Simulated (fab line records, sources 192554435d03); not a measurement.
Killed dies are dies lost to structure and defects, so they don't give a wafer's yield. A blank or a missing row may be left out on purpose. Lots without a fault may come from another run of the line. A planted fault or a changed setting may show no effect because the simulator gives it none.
A struck lot beside a sound one | flow n5_finfet | 16 steps out of a route of 1938
Sound: wafers L548.1, L548.3, L548.4. Struck: wafers L569.1, L569.3, L569.6. The cause comes at the end.
At each step with rows: each side's tool, then ch and its chambers, then its first start. Under that, the readings that differ: sound wafers | struck wafers | difference of the means | sigmas: that difference in standard deviations of wafers without a fault.
alike: readings whose means differ by less than 2 such deviations, and words and numbers that are the same on both sides. not compared: withheld readings, readings that some wafer has no value for, bounds like >300 that may hide the same value, and numbers for which the record gives no deviation and whose values overlap.
The two part at a step that has a row with sigmas, a row that says differs or no value, or rows on one side only. Numbers that don't overlap but have no deviation are shown without sigmas and don't part them. A reading that every wafer of one side lacks parts them only if that side has two wafers or more.

first, 2 steps without rows for these wafers: N5_HKMG_FIN_PEB_10 (peb time 60 s); N5_HKMG_FIN_DEVELOP_11 (develop time 30 s).
N5_HKMG_FIN_CD_MEAS_12: target cd 92.8 nm.
  sound on cd_sem-01 ch 0, day 4 09:30; struck on cd_sem-02 ch 0, day 9 17:31
  alike: cd_nm
N5_HKMG_FIN_OVL_MEAS_13:
  sound on overlay-01 ch 0, day 4 09:32; struck on overlay-02 ch 0, day 9 17:33
  alike: NWFM_OVL
N5_HKMG_FIN_INSPECT_14: inspects for defects (macro).
  sound on defect_inspect-01, day 4 09:33; struck on defect_inspect-01, day 9 17:34
  alike: raw_defect_count
N5_HKMG_FIN_DESCUM_17: chemistry O2, time 7.9 s.
  sound on rie_diel-01 ch 0,1,2, day 4 09:35; struck on rie_diel-04 ch 0,1, day 9 17:37
  alike: drypump_motor_current_A, o2_flow_sccm, oes_product_au, rf_vpp_V, showerhead_plenum_p_Torr, throttle_valve_pct
  not compared: rf_hours_counter_h
N5_HKMG_FIN_ETCH_31: etches SiARC in CF4, target depth 45.5 nm, time 75.8 s.
  sound on rie_diel-01 ch 0,1,2, day 4 09:37; struck on rie_diel-04 ch 0,1, day 9 17:38
  alike: bias_w, drypump_motor_current_A, etch_rf_on_time_s, oes_product_au, rf_vpp_V, showerhead_plenum_p_Torr, throttle_valve_pct
  not compared: rf_hours_counter_h
N5_HKMG_FIN_ETCH_32: etches SOC in N2/H2, target depth 240 nm, time 300 s.
  sound on rie_diel-01 ch 0,1,2, day 4 09:41; struck on rie_diel-04 ch 0,1, day 9 17:42
  alike: bias_w, drypump_motor_current_A, oes_product_au, rf_vpp_V, showerhead_plenum_p_Torr, temp_c, throttle_valve_pct
  not compared: rf_hours_counter_h
then, 3 steps without rows for these wafers: N5_HKMG_FIN_STRIP_33 (strips in N2/H2); N5_HKMG_FIN_STRIP_34 (strips in CF4); N5_HKMG_FIN_ETCH_35 (etches SOC in N2/H2, target depth 215.8 nm, time 243.4 s).
N5_HKMG_FIN_STRIP_92: strips SOC in N2/H2, time 20 s.
  sound on rie_diel-01 ch 0,1,2, day 4 10:02; struck on rie_diel-04 ch 0,1, day 9 18:04
  alike: drypump_motor_current_A, oes_product_au, rf_vpp_V, showerhead_plenum_p_Torr, throttle_valve_pct
  not compared: rf_hours_counter_h
N5_HKMG_FIN_WET_ETCH_18: etches TiN in SC1, time 55 s, target depth 5.2 nm, rinse time 30 s.
  sound on wet_bench-05 ch 2,6,7, day 4 10:07; struck on wet_bench-05 ch 0,3,5, day 9 18:08
  not compared: bath_guard_temp_C, temp_c
N5_HKMG_FIN_STRIP_19: strips in N2/H2, time 360 s.
  sound on plasma_asher-02 ch 0,1, day 4 10:32; struck on plasma_asher-02 ch 0,1, day 9 18:13
  alike: drypump_motor_current_A, heater_power_w
  not compared: rf_hours_counter_h
-- the record jumps here: 4 days lie between the struck wafers' starts before and after (it left off in module HKMG_FIN and takes up again in module BEOL_M4, whose first step shown is number 1111 of the route) --
N5_BEOL_M4_RC_MEAS_101:
  sound on prober-01 ch 0, day 8 07:22; struck on prober-02 ch 0, day 13 13:01
  alike: DIBL_N, DIBL_P, IOFF_N, IOFF_P, ION_N, ION_P, SS_N, SS_P, VT_N, VT_P
-- the record jumps here: 5 days lie between the struck wafers' starts before and after (it left off in module BEOL_M4 and takes up again in module PASSIVATION, whose first step shown is number 1936 of the route) --
N5_PASSIVATION_PROBE_49:
  sound on prober-01, day 12 22:25; struck on prober-01, day 18 02:01
  reading             | sound    | struck   | difference | sigmas
  killed_at_front_end | 29 26 32 | 66 75 47 | +34        | +3
  killed_at_other     | 11 5 9   | 4 0 0    | -7         | -2
  alike: defect_limited_yield, killed_at_M0_to_M3, killed_at_M4_up, killed_at_contacts, killed_dies, killed_open, killed_short, sort_bin_5_function, sort_bin_6_memory, sort_n_pass, sort_yield_pct

WHERE THEY PART
Only at N5_PASSIVATION_PROBE_49, within this record.

WHY: what the simulator had put in
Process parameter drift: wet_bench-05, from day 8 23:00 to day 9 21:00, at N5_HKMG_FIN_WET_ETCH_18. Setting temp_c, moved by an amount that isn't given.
